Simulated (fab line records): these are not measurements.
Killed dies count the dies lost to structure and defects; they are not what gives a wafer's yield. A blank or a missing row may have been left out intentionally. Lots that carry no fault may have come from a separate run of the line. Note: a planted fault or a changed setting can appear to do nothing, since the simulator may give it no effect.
Which tool is to blame? -- flow n5-finfet -- 36 wafers from 12 lots sampled at 2 of the route's 1938 steps

== WHAT THE GAUGES READ, wafer by wafer ==
N5_BEOL_M5_OVL_MEAS_29.
lot,measured,on,V4_OVL (nm)
L074,day 9 03:17,overlay-01,0.2 0.3 0.4
L077,day 9 12:55,overlay-01,1.1 0.3 0.6
L078,day 9 20:11,overlay-01,-0.7 -0.3 -0.3
L082,day 10 02:43,overlay-01,-0.5 0.3 -0.3
L083,day 10 19:49,overlay-01,-0.5 -0.3 -1.3
L084,day 11 16:47,overlay-01,-0.1 0.9 0.1
L087,day 12 01:52,overlay-01,0.0 0.4 0.6
L088,day 12 02:05,overlay-01,-0.4 0.2 -0.7
L090,day 12 17:57,overlay-02,0.9 -0.5 -0.5
L093,day 12 23:50,overlay-02,0.0 0.0 0.2
L095,day 14 06:22,overlay-01,0.8 1.2 1.4
L096,day 14 14:27,overlay-02,-0.7 -0.9 -0.6

== EACH LOT AND THE TOOL THAT RAN IT (in order: tool; ch and the chambers of the sampled wafers; start) ==
lot,N5_BEOL_M5_ETCH_62
L074,"rie-diel-03 ch 0,3, day 9 02:26"
L077,"rie-diel-02 ch 1,2,3, day 9 10:21"
L078,"rie-diel-02 ch 0,3, day 9 18:35"
L082,"rie-diel-04 ch 1,2,3, day 9 21:56"
L083,"rie-diel-03 ch 2,3, day 10 17:42"
L084,"rie-diel-04 ch 0,1,3, day 11 15:44"
L087,"rie-diel-03 ch 0,1,2, day 11 23:10"
L088,"rie-diel-03 ch 0,1,2, day 11 23:58"
L090,"rie-diel-04 ch 0,1,2, day 12 10:13"
L093,"rie-diel-03 ch 0,2,3, day 12 22:14"
L095,"rie-diel-02 ch 0,1, day 14 04:20"
L096,"rie-diel-02 ch 2,3, day 14 13:44"
- N5_BEOL_M5_ETCH_62: etches SOC in N2/H2, target depth 75 nm, overetch 15 nm, time 112.5 s.

== THE ANSWER, worked out from the rows above alone ==
Rule: what is usual is taken from the lots themselves. Put in order of their means at a reading, lots are off if they are a third of the lots or fewer, leave a main group of 4 or more, and stand apart from it by a gap of 3 or more times the standard deviation of the main group's means; of several such gaps the widest counts. The tables above print the reading to a certain number of digits; a main group whose means all agree to those digits is not used. A lot without any number at a reading at which 4 lots or more have one is off too. Any other lot the step has rows for is counted as sound.
No lot is off at any reading shown: from this, nothing can be told.

== WHAT THE SIMULATOR HAD PUT IN ==
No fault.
